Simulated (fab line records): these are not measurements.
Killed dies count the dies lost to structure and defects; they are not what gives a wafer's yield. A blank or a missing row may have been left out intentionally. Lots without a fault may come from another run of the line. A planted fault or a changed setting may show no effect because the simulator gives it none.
The same fault as seen by 3 desks	flow n5-finfet	every desk sees just its own numbers, and what lay behind them comes last

== METROLOGY DESK ==
What the gauges read for every lot (on any tool): the sampled wafers with a number, averaged. Any lot whose mean is over 4 standard deviations away from the usual mean is out of limits and marked OUT; that distance is given in the brackets.
Columns: A = M5_OVL at N5_BEOL_M5_OVL_MEAS_12, usual 0.1 nm
lot	first seen here	A
L694	day 7 22:25	1.1
L693	day 8 01:13	1.1
L695	day 8 13:49	0.4
L697	day 9 08:37	1.0
L700	day 9 16:13	0.4
L710	day 12 09:06	-1.1
L711	day 12 11:17	0.6
L712	day 12 11:59	-1.1
L713	day 12 16:28	-0.1
L714	day 13 11:31	-0.3
L715	day 13 15:23	0.1
This desk's finding: nothing out of limits on any of the 11 lots.

== FOR THE TOOL OWNER'S DESK: rie-diel-01 ==
The tool's own readings at N5_BEOL_M5_STRIP_64 (strips in CF4): means of the sampled wafers that have a number, for each lot that ran on this tool. Any lot whose mean is over 4 standard deviations away from the usual mean is out of limits and marked OUT; that distance is given in the brackets.
Columns: A = drypump-motor-current-A at N5_BEOL_M5_STRIP_64, usual 5.5 A; B = oes-product-au at N5_BEOL_M5_STRIP_64, usual 0.77 a.u.; C = rf-vpp-V at N5_BEOL_M5_STRIP_64, usual 271.4 V; D = showerhead-plenum-p-Torr at N5_BEOL_M5_STRIP_64, usual 1.81 Torr; E = throttle-valve-pct at N5_BEOL_M5_STRIP_64, usual 13.69 %
lot	first seen here	A	B	C	D	E
L694	day 7 22:42	5.5	0.70	270.6	1.77	13.92
L693	day 8 01:31	5.7	0.72	272.0	1.80	13.77
L695	day 8 14:06	5.3	0.84	271.9	1.84	13.77
L697	day 9 08:55	5.3	0.76	271.6	1.83	13.81
L700	day 9 16:31	5.4	0.75	271.1	1.79	13.90
L711	day 12 11:43	5.6	0.71	272.3	1.81	13.81
L713	day 12 16:45	5.6	0.74	271.2	1.80	13.84
L715	day 13 15:40	5.3	0.83	270.9	1.81	13.63
This desk's finding: nothing out of limits on any of the 8 lots.

== THE DEFECT DESK ==
Inspection counts along the route, by lot: the mean over sampled wafers that carry a number. Any lot whose mean is over 4 standard deviations away from the usual mean is out of limits and marked OUT; that distance is given in the brackets.
Columns: A = raw-defect-count at N5_BEOL_M5_INSPECT_30, usual 428
lot	first seen here	A
L694	day 7 23:34	347
L693	day 8 02:52	506
L695	day 8 15:50	394
L697	day 9 09:35	1741 (+15) OUT
L700	day 9 17:14	1850 (+16) OUT
L710	day 12 10:23	428
L711	day 12 15:16	425
L712	day 12 15:22	400
L713	day 12 20:58	341
L714	day 13 12:25	373
L715	day 13 16:23	386
This desk's verdict: out of limits on L697, L700, starting with L697 at day 9 09:35 (raw-defect-count at N5_BEOL_M5_INSPECT_30). L694, L693, L695, L710, L711, L712, L713, L714, L715: within limits.

== TAKEN TOGETHER ==
The defect desk could have raised an alarm at day 9 09:35, on L697, L700.
At the metrology desk, nothing out of limits was observed.
The desk of the tool owner found nothing out of limits.
The metrology desk holds a record of L697, L700, inside its limits.
The tool owner's desk has L697, L700 on record, within its limits.
Of the lots named, all ran N5_BEOL_M5_STRIP_64 on rie-diel-01.

== WHAT THE SIMULATOR HAD INSERTED ==
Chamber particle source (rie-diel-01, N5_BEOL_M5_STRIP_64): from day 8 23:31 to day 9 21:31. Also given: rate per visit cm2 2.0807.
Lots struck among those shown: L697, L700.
Hours from the fault's start to each desk's first reading out of limits: the defect desk, 10.
